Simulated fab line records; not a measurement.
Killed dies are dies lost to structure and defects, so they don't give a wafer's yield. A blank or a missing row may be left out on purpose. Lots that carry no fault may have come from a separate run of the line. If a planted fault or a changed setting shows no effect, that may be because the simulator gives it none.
Chamber matching ; flow nand harc ; 4 sister chambers for NHARC_P_M2_ETCH_35 on rie diel-03
The step etches the open film in N2/H2, target depth 40 nm, overetch 12 nm, time 43.94 s. 14 wafers are shown with their chamber, then 7 later ones without.

EACH WAFER AND ITS CHAMBER
wafer;chamber;showerhead plenum p Torr (Torr);drypump motor current A (A);rf vpp V (V)
L186.2;1;2.15;5.1;434.1
L186.3;3;2.18;5.8;435.2
L186.5;1;2.15;5.1;434.6
L189.2;3;2.18;5.8;433.4
L189.3;1;2.15;5.1;435.1
L189.6;0;1.94;5.8;427.2
L188.1;2;2.10;5.7;432.0
L188.3;3;2.18;5.8;433.7
L188.6;2;2.10;5.7;432.1
L202.3;0;1.94;5.9;428.0
L202.5;2;2.09;5.6;433.0
L202.6;1;2.15;5.1;432.1
L205.1;1;2.14;5.1;433.3
L205.3;0;1.94;5.8;428.1

SIGNATURES (means of the wafers above)
reading;chamber 0;chamber 1;chamber 2;chamber 3;scatter within a chamber
showerhead plenum p Torr;1.9400;2.1480;2.0967;2.1800;0.00383
drypump motor current A;5.833;5.100;5.667;5.800;0.0365
rf vpp V;427.767;433.840;432.367;434.100;0.922
Rule: a wafer's distance from a chamber is the root of the sum, over the readings, of the square of ((its reading less the chamber's mean) divided by the reading's scatter). If the next closest chamber is less than 2 further off than the closest, the wafer can't be placed; otherwise it belongs to the closest. The scatter: take each reading less its chamber's mean, square it, sum over the shown wafers, divide by the number of wafers less the number of chambers, and take the root.

WAFERS WITHOUT THEIR CHAMBER
wafer;showerhead plenum p Torr (Torr);drypump motor current A (A);rf vpp V (V)
L205.4;2.18;5.8;436.1
L209.1;2.09;5.6;431.9
L209.3;2.14;5.1;433.8
L209.6;2.18;5.8;434.8
L208.1;2.18;5.9;433.2
L208.2;2.14;5.1;432.8
L208.4;1.94;5.8;428.8

WHICH CHAMBER EACH ONE RAN IN
wafer;from the rows above;in truth
L205.4;3;3
L209.1;2;2
L209.3;1;1
L209.6;3;3
L208.1;3;3
L208.2;1;1
L208.4;0;0
Placed correctly: 7 of 7. Left unplaced by these rows: 0. Wrongly placed: 0.
